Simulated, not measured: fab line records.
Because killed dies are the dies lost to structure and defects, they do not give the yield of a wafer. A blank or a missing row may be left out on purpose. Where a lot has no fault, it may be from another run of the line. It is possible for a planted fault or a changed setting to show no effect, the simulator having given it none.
Chamber matching | flow n5_finfet | 4 sister chambers for N5_STI_FIN_REVEAL_ALD_00 on ald_sin-02
The step deposits SiO2, target thk 1 nm, pulse time 1 s. 16 wafers are shown with their chamber, then 8 later ones without.

WAFERS WITH THEIR CHAMBER
wafer  | chamber | heater_power_w (W) | precursor_pulse_height_rel
L075.3 | 0       | 477                | 1.002
L075.5 | 2       | 440                | 1.031
L075.6 | 3       | 476                | 1.027
L076.1 | 3       | 487                | 1.000
L076.2 | 0       | 462                | 0.992
L076.5 | 2       | 450                | 0.988
L077.3 | 0       | 470                | 1.011
L077.4 | 1       | 484                | 0.994
L077.6 | 1       | 472                | 0.984
L084.4 | 0       | 470                | 1.006
L084.5 | 1       | 486                | 1.017
L084.6 | 0       | 461                | 1.027
L085.1 | 0       | 461                | 0.972
L085.4 | 1       | 484                | 1.031
L085.5 | 3       | 485                | 0.969
L086.2 | 2       | 455                | 1.011

SIGNATURES (averages over the wafers above)
reading                    | chamber 0 | chamber 1 | chamber 2 | chamber 3 | scatter within a chamber
heater_power_w             | 466.83    | 481.50    | 448.33    | 482.67    | 6.6
precursor_pulse_height_rel | 1.00167   | 1.00650   | 1.01000   | 0.99867   | 0.0218
Rule: a wafer's distance from a chamber is the root of the sum, over the readings, of the square of ((its reading less the chamber's mean) divided by the reading's scatter). If the next closest chamber is less than 2 further off than the closest, the wafer can't be placed; otherwise it belongs to the closest. The scatter is the square root of a quotient: the sum, over the shown wafers, of each reading's squared deviation from its chamber's mean, divided by wafers minus chambers.

WAFERS MISSING THEIR CHAMBER
wafer  | heater_power_w (W) | precursor_pulse_height_rel
L086.3 | 495                | 1.007
L086.6 | 467                | 1.003
L089.2 | 451                | 1.008
L089.4 | 471                | 0.993
L089.5 | 464                | 1.006
L095.2 | 471                | 0.986
L095.3 | 490                | 1.013
L095.4 | 451                | 1.008

EACH ONE'S CHAMBER
wafer  | from the rows above          | in truth
L086.3 | can't be placed: 3 or 1      | 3
L086.6 | 0                            | 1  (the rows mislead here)
L089.2 | 2                            | 2
L089.4 | can't be placed: 0 or 1 or 3 | 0
L089.5 | can't be placed: 0 or 2      | 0
L095.2 | can't be placed: 0 or 1 or 3 | 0
L095.3 | can't be placed: 3 or 1      | 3
L095.4 | 2                            | 2
Correctly placed: 2 of 8. Can't be placed from these rows: 5 (the true chamber is among the candidates in 5). Placed wrongly: 1.
